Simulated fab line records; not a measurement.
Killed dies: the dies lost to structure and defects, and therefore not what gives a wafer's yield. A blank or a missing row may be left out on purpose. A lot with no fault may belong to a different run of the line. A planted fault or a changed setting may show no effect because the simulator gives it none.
Matching of chambers ; flow nand-harc ; 3 sister chambers for NHARC_A_SGD_CUT_DEP_00 on pecvd-01
The step deposits SiNx, target thk 50 nm. 6 wafers are shown with their chamber, then 11 later ones without.

WAFERS PAIRED WITH THEIR CHAMBERS
wafer;chamber;heater-power-w (W);heater-power-outer-w (W)
L090.5;2;661;397
L090.6;0;691;366
L092.1;1;693;423
L092.2;2;588;338
L092.5;1;687;423
L093.1;0;759;428

WAFERS WHOSE CHAMBER IS MISSING
wafer;heater-power-w (W);heater-power-outer-w (W)
L093.3;705;428
L093.4;739;424
L095.3;580;328
L095.4;592;338
L095.5;711;390
L096.1;727;381
L096.4;660;408
L096.5;715;389
L097.1;646;385
L097.2;783;444
L097.3;690;423

THE CHAMBER EACH PASSED THROUGH
wafer;from the rows above;in truth
L093.3;can't be placed: 1 or 0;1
L093.4;can't be placed: 0 or 1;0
L095.3;2;2
L095.4;2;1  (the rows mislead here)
L095.5;can't be placed: 0 or 1 or 2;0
L096.1;can't be placed: 0 or 1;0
L096.4;can't be placed: 1 or 2 or 0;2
L096.5;can't be placed: 0 or 1 or 2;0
L097.1;can't be placed: 2 or 1 or 0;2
L097.2;can't be placed: 0 or 1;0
L097.3;can't be placed: 1 or 0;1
1 of 11 placed correctly. From these rows, 9 cannot be placed; in 9 the true chamber is one of the candidates. Number placed wrongly: 1.
How it was worked out, from the rows above alone: a wafer's distance from a chamber is the root of the sum, over the readings, of the square of ((its reading less the chamber's mean) divided by the reading's scatter). If the next closest chamber is less than 2 further off than the closest, the wafer can't be placed; otherwise it belongs to the closest. The mean given for a chamber averages the wafers shown for that chamber. The scatter: take each reading less its chamber's mean, square it, sum over the shown wafers, divide by the number of wafers less the number of chambers, and take the root.
